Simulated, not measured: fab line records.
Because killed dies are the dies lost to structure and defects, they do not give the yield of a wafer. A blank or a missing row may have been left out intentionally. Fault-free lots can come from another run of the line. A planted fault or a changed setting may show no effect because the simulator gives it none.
Split-lot experiment | flow n5Finfet | 21 wafers read across 7 lots, on a route 1938 steps long

== SPLIT DETAILS ==
At N5_BEOL_M11_PECVD_70 (deposits SiO2 from TEOS/O2, target thk 20 nm, time 22.7 s), the setting tempC was moved away from the recipe's 400 C on 7 of the 21 wafers read, by -4.0% to +3.2%. The other wafers ran this setting at the recipe's value.

The reading comes from the split's own step.

== THE READING ==
SiO2_of_BEOL_M11_PECVD_70.thkNm (the simulator's own value, which no gauge read), in nm, at N5_BEOL_M11_PECVD_70 (deposits SiO2 from TEOS/O2, target thk 20 nm, time 22.7 s). No usual value for it is given in the file. The 14 wafers here that ran the recipe average 20.2 nm, standard deviation 0.26 nm.

wafer  | tool, chamber at the split | tempC as run, C | against the recipe | SiO2_of_BEOL_M11_PECVD_70.thkNm, nm | against lot-mates on the recipe
L074.1 | pecvd-04, 2                | 400             | recipe             | 20.4                                | -
L074.2 | pecvd-04, 0                | 400             | recipe             | 20                                  | -
L074.4 | pecvd-04, 1                | 412.6           | +3.2%              | 18.4                                | -1.8
L075.3 | pecvd-04, 2                | 407.8           | +2.0%              | 19                                  | -1.0
L075.4 | pecvd-04, 1                | 400             | recipe             | 20                                  | -
L075.5 | pecvd-04, 2                | 407.8           | +2.0%              | 19.2                                | -0.8
L076.1 | pecvd-03, 0                | 408.3           | +2.1%              | 18.6                                | -1.6
L076.4 | pecvd-03, 1                | 400             | recipe             | 20.2                                | -
L076.5 | pecvd-03, 1                | 400             | recipe             | 20.2                                | -
L077.1 | pecvd-03, 2                | 400             | recipe             | 19.6                                | -
L077.3 | pecvd-03, 0                | 400             | recipe             | 19.8                                | -
L077.6 | pecvd-03, 1                | 400             | recipe             | 20.6                                | -
L080.4 | pecvd-02, 1                | 395             | -1.2%              | 21                                  | +0.6
L080.5 | pecvd-02, 2                | 395             | -1.2%              | 21.2                                | +0.8
L080.6 | pecvd-02, 0                | 400             | recipe             | 20.4                                | -
L083.1 | pecvd-02, 1                | 400             | recipe             | 20                                  | -
L083.2 | pecvd-02, 2                | 400             | recipe             | 20.2                                | -
L083.6 | pecvd-02, 2                | 400             | recipe             | 20.4                                | -
L090.4 | pecvd-02, 0                | 400             | recipe             | 20.2                                | -
L090.5 | pecvd-02, 0                | 384             | -4.0%              | 22.4                                | +2.1
L090.6 | pecvd-02, 2                | 400             | recipe             | 20.4                                | -

FIT RESULTS
A straight line over all 21 wafers: SiO2_of_BEOL_M11_PECVD_70.thkNm changes by -0.593 nm for each +1% of tempC; r = -0.96; the points scatter about the line by 0.25 nm.
The same after taking each lot's own level away (the mean of its wafers on the recipe; 21 wafers): -0.552 nm for each +1%; r = -0.96; scatter 0.24 nm.
Per that fit: largest tempC move, reading shift of 2.2 nm.
From 20.00 to 20.40 nm: that is the span of the lots' own levels, equal to 1.5 times the standard deviation above.
Hence the lot-to-lot level has little effect on the slope; both slopes agree.
Check: +2.28 nm against its lot-mates is what the line predicts for one of the wafers moved furthest among these (-4.0%) when that wafer is left out of the fit. Against them it came out at +2.1 nm.

== THE OTHER SPLITS THESE WAFERS WENT THROUGH ==
Note: prior to the reading, these wafers also went through further splits. Each is held against what the fit with the lots' levels taken away leaves over:
other split on the same wafers | wafers away from the commonest value | r with SiO2_of_BEOL_M11_PECVD_70.thkNm (lot level and that fit taken away)
N5_BEOL_M9_EXPOSE_08 doseMj    | 11                                   | -0.08
N5_BEOL_M10_ETCH_62 timeS      | 9                                    | +0.09
N5_BEOL_M10_COAT_22 spinRpm    | 7                                    | -0.06

== FILE'S OWN FIT ==
SiO2_of_BEOL_M11_PECVD_70.thkNm changes by -0.562 nm for each +1% of tempC, r = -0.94.
